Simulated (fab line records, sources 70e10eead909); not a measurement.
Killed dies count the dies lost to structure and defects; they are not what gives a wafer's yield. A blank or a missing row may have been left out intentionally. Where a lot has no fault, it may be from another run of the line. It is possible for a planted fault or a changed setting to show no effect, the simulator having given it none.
One fault through the eyes of 2 desks    flow nandHarc    each desk has only its own numbers; what lay behind them comes last

TOOL OWNER'S DESK, rieDiel-12
The tool's own readings at NHARC_P_BONDPAD_ETCH_12 (etches the open film in CHF3/O2, target depth 200 nm, time 100 s): means of the sampled wafers that have a number, for each lot that ran on this tool. A lot is out of limits, marked OUT, if its mean lies more than 4 standard deviations from the usual mean; the brackets give that distance.
Columns: A = biasW at NHARC_P_BONDPAD_ETCH_12, usual 200.0 W; B = chamberPressureMTorr at NHARC_P_BONDPAD_ETCH_12, usual 25.001 mTorr; C = drypumpMotorCurrentA at NHARC_P_BONDPAD_ETCH_12, usual 6.00 A; D = oesProductAu at NHARC_P_BONDPAD_ETCH_12, usual 0.941 a.u.; E = rfVppV at NHARC_P_BONDPAD_ETCH_12, usual 370.8 V; F = showerheadPlenumPTorr at NHARC_P_BONDPAD_ETCH_12, usual 2.41 Torr; G = throttleValvePct at NHARC_P_BONDPAD_ETCH_12, usual 20.572 %
lot   first seen here  A      B       C     D      E      F     G
L356  day 8 06:10      199.7  25.013  6.13  0.917  372.8  2.47  20.570
L368  day 13 03:37     199.7  25.003  6.08  0.973  370.9  2.43  20.570
L372  day 14 21:06     200.5  24.990  6.06  0.924  369.8  2.38  20.574
Result from this desk: across the 3 lots, nothing is out of limits.

AT THE METROLOGY DESK
Lot by lot, what the gauges showed, no matter which tool ran the lot: averages of those sampled wafers that carry a number. A lot is out of limits, marked OUT, if its mean lies more than 4 standard deviations from the usual mean; the brackets give that distance.
Columns: A = overlayXNm at NHARC_P_BONDPAD_OVL_MEAS_38, usual 0 nm; B = overlayYNm at NHARC_P_BONDPAD_OVL_MEAS_38, usual 0 nm
lot   first seen here  A    B
L353  day 6 23:16      -3   -4
L354  day 7 17:27      -13  -4
L355  day 8 02:49      -3   -3
L356  day 8 05:51      -1   7
L360  day 10 01:36     5    2
L361  day 10 15:18     -10  -3
L367  day 13 02:43     1    4
L368  day 13 03:17     -1   -6
L369  day 13 19:49     -7   11
L371  day 14 07:16     10   -0
L372  day 14 20:47     7    -5
L373  day 15 02:01     2    5
L374  day 15 19:05     -10  -9
L375  day 16 03:14     7    -2
Result from this desk: across the 14 lots, nothing is out of limits.

TAKEN TOGETHER
Nothing out of limits was seen by the tool owner's desk.
Metrology desk: nothing out of limits seen.

WHAT THE SIMULATOR PUT IN
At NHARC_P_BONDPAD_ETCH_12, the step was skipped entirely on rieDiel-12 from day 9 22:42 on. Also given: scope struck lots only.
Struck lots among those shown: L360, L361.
